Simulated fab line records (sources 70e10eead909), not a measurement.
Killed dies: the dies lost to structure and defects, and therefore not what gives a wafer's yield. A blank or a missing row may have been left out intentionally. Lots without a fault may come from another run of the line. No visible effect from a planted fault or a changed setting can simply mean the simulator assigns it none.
Code-filled problem report in 8D (eight disciplines) form ; flow nand_harc ; the parts of the form that need people (team, actions taken, sign-off) are left out

== 1. WHAT IS WRONG ==
Mean of overpolish_run_s at NHARC_A_WL_FILL_CMP_12: 27.800 s across 4 wafers in 2 lots; on wafers with no fault it is 29.999 s (standard deviation 0.0084). That is -99 or more standard deviations from the usual mean.
The step: polishes, t overpolish 30 s, target thk 100 nm.
The first sign was on wafer L682.3 at day 22 15:11, on cmp-01. The record holds 40 wafers of 14 lots with a number at this step. Rule for "out" (also "out of limits"): further than 4 standard deviations from the usual mean. The rest of the wafers with a number are treated as sound.

== 2. WHAT IT IS, WHAT IT ISN'T ==
question;is;is not
which readings at this step;overpolish_run_s, time_to_endpoint_s;slurry_flow_ml_min
which lots;L682, L683;L678, L679, L680, L681, L685, L693, L694, L696, L697, L698, L700, L701
which wafers of those lots;all that have a number;-
read on which tools;cmp-01;cmp-03, cmp-04
when;from day 22 15:11;"up to then (12 sound wafers); but 24 sound wafers of L685, L693, L694, L696, L697, L698, L700, L701 came after"

== 3. WHAT RULES OUT EACH SUSPECT ==
Counting: a tool at a process step up to the reading stays a suspect if it ran every lot that is out and no sound lot after the first of them.
- cmp-01 at NHARC_A_WL_FILL_CMP_12 (polishes, t overpolish 30 s, target thk 100 nm): ruled out as a lasting fault. After its first lot that is out, L682 (day 22 15:11), sound lots L693, L696, L697, L701, L700 ran on it.
Left after counting: nothing in the record.

== 4. THE CAUSE (what the simulator had put in) ==
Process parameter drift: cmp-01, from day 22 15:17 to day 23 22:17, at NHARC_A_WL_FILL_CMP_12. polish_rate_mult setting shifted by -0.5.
Counting ruled it out, wrongly.

== 5. SEQUENCE OF EFFECTS, ordered by route ==
Each row: a reading whose mean over the struck wafers that have a number lies more than 3 standard deviations from the usual. Readings are gone through only where the record gives a usual standard deviation; hours: the median, over the lots, of the time from a lot's start at the first step in this table giving one to that lot's start at this step; sigmas: the change measured in usual standard deviations.
hours;step;reading;usual;on struck wafers;change;sigmas
0;NHARC_A_WL_FILL_CMP_12;overpolish_run_s;29.999 s;27.800;-2.198;-99 or more
0;NHARC_A_WL_FILL_CMP_12;time_to_endpoint_s;19 s;37;+18;+5.7
The process steps in it:
- NHARC_A_WL_FILL_CMP_12: polishes, t overpolish 30 s, target thk 100 nm.

== 6. WHAT WOULD HAVE CAUGHT IT SOONER ==
In this record the first reading out of limits was taken at day 22 15:11.
